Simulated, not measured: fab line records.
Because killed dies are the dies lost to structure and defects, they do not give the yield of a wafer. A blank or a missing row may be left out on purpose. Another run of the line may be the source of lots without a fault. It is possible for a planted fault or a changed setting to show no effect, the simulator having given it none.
Struck lot and sound lot, side by side -- flow n5-finfet -- 38 out of 1938 route steps
Sound: the wafers L648.2, L648.3, L648.5. Struck: wafers L656.5, L656.6 (left out: L656.1, a lot-mate that was not struck); the cause follows at the end.
For every step that has rows: the tool of each side, followed by ch and its chambers, followed by its first start. Under that, the readings that differ: sound wafers -- struck wafers -- difference of the means -- sigmas: that difference in standard deviations of wafers without a fault.
alike: same words and numbers on both sides, and readings whose means sit less than 2 such deviations apart. not compared: any withheld reading, any reading some wafer has no value for, any bound like >300 that may hide the same value, and any number with overlapping values for which the record gives no deviation.
Wherever a step has rows on one side only, a row that says differs or no value, or a row with sigmas, the two part there. Numbers that have no deviation but don't overlap get no sigmas and don't part them. Lack of a reading on every wafer of one side parts them only where that side has two or more wafers.

first, 9 steps without rows for these wafers: N5_BEOL_M4_ANNEAL_95 (time 240 s); N5_BEOL_M4_SPUTTER_96 (material Cu, target thk 4.5 nm, time 8.29 s); N5_BEOL_M4_ECD_50 (material Cu, target thk 300 nm); N5_BEOL_M4_ANNEAL_51 (time 90 s); N5_BEOL_M4_CMP_52 (polishes, stops on SiOC, t overpolish 6.8 s, target thk 40 nm); N5_BEOL_M4_PRE_CLEAN_60 (time 15 s); N5_BEOL_M4_CO_CAP_55 (material Co, precursor CCTBA/H2, target thk 2 nm, time 102.1 s); N5_BEOL_M4_PRE_CLEAN_56 (time 15 s); N5_BEOL_M4_DEP_57 (deposits SiCN from 3MS/NH3, target thk 8 nm, time 14 s).
N5_BEOL_M4_RC_MEAS_101:
  sound on prober-01 ch 0, day 8 07:19; struck on prober-02 ch 0, day 10 00:21
  alike: DIBL_N, DIBL_P, IOFF_N, IOFF_P, ION_N, ION_P, SS_N, SS_P, VT_N, VT_P
then, 24 steps without rows for these wafers: N5_BEOL_M5_ILD_DEP_00 (deposits SiCOH lowk from DEMS/porogen, target thk 140.64 nm, time 25.9 s); N5_BEOL_M5_CURE_79 (cures SiCOH lowk, time 240 s); N5_BEOL_M5_PECVD_70 (deposits SiO2 from TEOS/O2, target thk 16 nm, time 18 s); N5_BEOL_M5_HM_DEP_02 (deposits TiN, target thk 20 nm); N5_BEOL_M5_COAT_59 (time 60 s, resist thk 60 nm); N5_BEOL_M5_COAT_60 (time 60 s, resist thk 12 nm); N5_BEOL_M5_COAT_71 (time 60 s, resist thk 5 nm); N5_BEOL_M5_COAT_05 (resist thk 30 nm); N5_BEOL_M5_EBR_07; N5_BEOL_M5_SOFTBAKE_06 (time 60 s); N5_BEOL_M5_EXPOSE_08 (exposes mask M5, target cd 28 nm); N5_BEOL_M5_PEB_09 (peb time 60 s); N5_BEOL_M5_DEVELOP_10 (develop time 30 s); N5_BEOL_M5_DESCUM_16 (chemistry O2, time 7 s); N5_BEOL_M5_ETCH_72 (etches underlayer in N2/H2, target depth 6.5 nm, time 5.2 s); N5_BEOL_M5_ETCH_61 (etches SiARC in CF4, target depth 15.6 nm, time 26 s); N5_BEOL_M5_ETCH_62 (etches SOC in N2/H2, target depth 75 nm, overetch 15 nm, time 112.5 s); N5_BEOL_M5_STRIP_63 (strips in N2/H2); N5_BEOL_M5_STRIP_73 (strips in N2/H2); N5_BEOL_M5_STRIP_64 (strips in CF4); N5_BEOL_M5_HM_OPEN_17 (chemistry Cl2/BCl3, target TiN, target depth 20 nm, overetch 6 nm); N5_BEOL_M5_STRIP_19 (strips in O2); N5_BEOL_M5_COAT_65 (time 60 s, resist thk 60 nm); N5_BEOL_M5_COAT_66 (time 60 s, resist thk 12 nm).
N5_BEOL_M5_CMP_52: polishes, stops on SiCOH lowk, t overpolish 6.9 s, target thk 62 nm.
  sound on cmp-04 ch 1,2,3, day 8 20:00; struck on cmp-04 ch 0,1, day 10 18:50
reading,sound,struck,difference,sigmas
barrier-field-endpoint-s (s),24.8 22.7 23.8,41.4 41.4,+17.6,+23
overpolish-run-s (s),6.890 6.909 6.888,0.038 0.044,-6.855,-99 or more
time-to-endpoint-s (s),66 54 54,81 81,+23,+5
  alike: motor-current-A
N5_BEOL_M5_THK_MEAS_53: measures by xrf.
  sound on film-metro-02, day 8 20:13; struck on film-metro-02, day 10 19:08
reading,sound,struck,difference,sigmas
M5_THK (nm),61.0 56.9 55.1,173.7 175.5,+116.9,+47
N5_BEOL_M5_INSPECT_58: inspects for defects (darkfield).
  sound on defect-inspect-02, day 8 20:31; struck on defect-inspect-01, day 10 19:25
reading,sound,struck,difference,sigmas
raw-defect-count,61 139 138,1896 1892,+1781,+74
-- here the record skips 4 days between the struck wafers' starts before and after, leaving off in module BEOL_M5 and picking up in module PASSIVATION (first step shown: number 1936 of the route) --
N5_PASSIVATION_PROBE_49:
  sound on prober-02, day 12 19:03; struck on prober-02, day 14 20:11
reading,sound,struck,difference,sigmas
defect-limited-yield (%),89.7 90.0 89.7,0 0,-90,-64
killed_at_M4_up,8 5 13,1072 1077,+1066,+99 or more
killed-dies,121 118 122,1180 1180,+1060,+62
killed-on-rim,9 19 14,152 152,+138,+35
sort_bin_6_memory (%),3.3 3.7 3.5,5.1 4.6,+1.3,+2
sort-n-pass,1059 1062 1058,0 0,-1060,-62
sort-yield-pct (%),89.7 90.0 89.7,0 0,-90,-60
  alike: killed_at_M0_to_M3, killed-at-contacts, killed-at-front-end, killed-at-other, killed-open, killed-short, sort_bin_4_leakage, sort_bin_5_function

## WHERE THEY PART
Last at N5_PASSIVATION_PROBE_49 as far as this record goes, first at N5_BEOL_M5_CMP_52.

WHY: what the simulator had put in
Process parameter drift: cmp-04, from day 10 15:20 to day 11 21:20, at N5_BEOL_M5_CMP_52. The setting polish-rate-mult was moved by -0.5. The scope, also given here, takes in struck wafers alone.
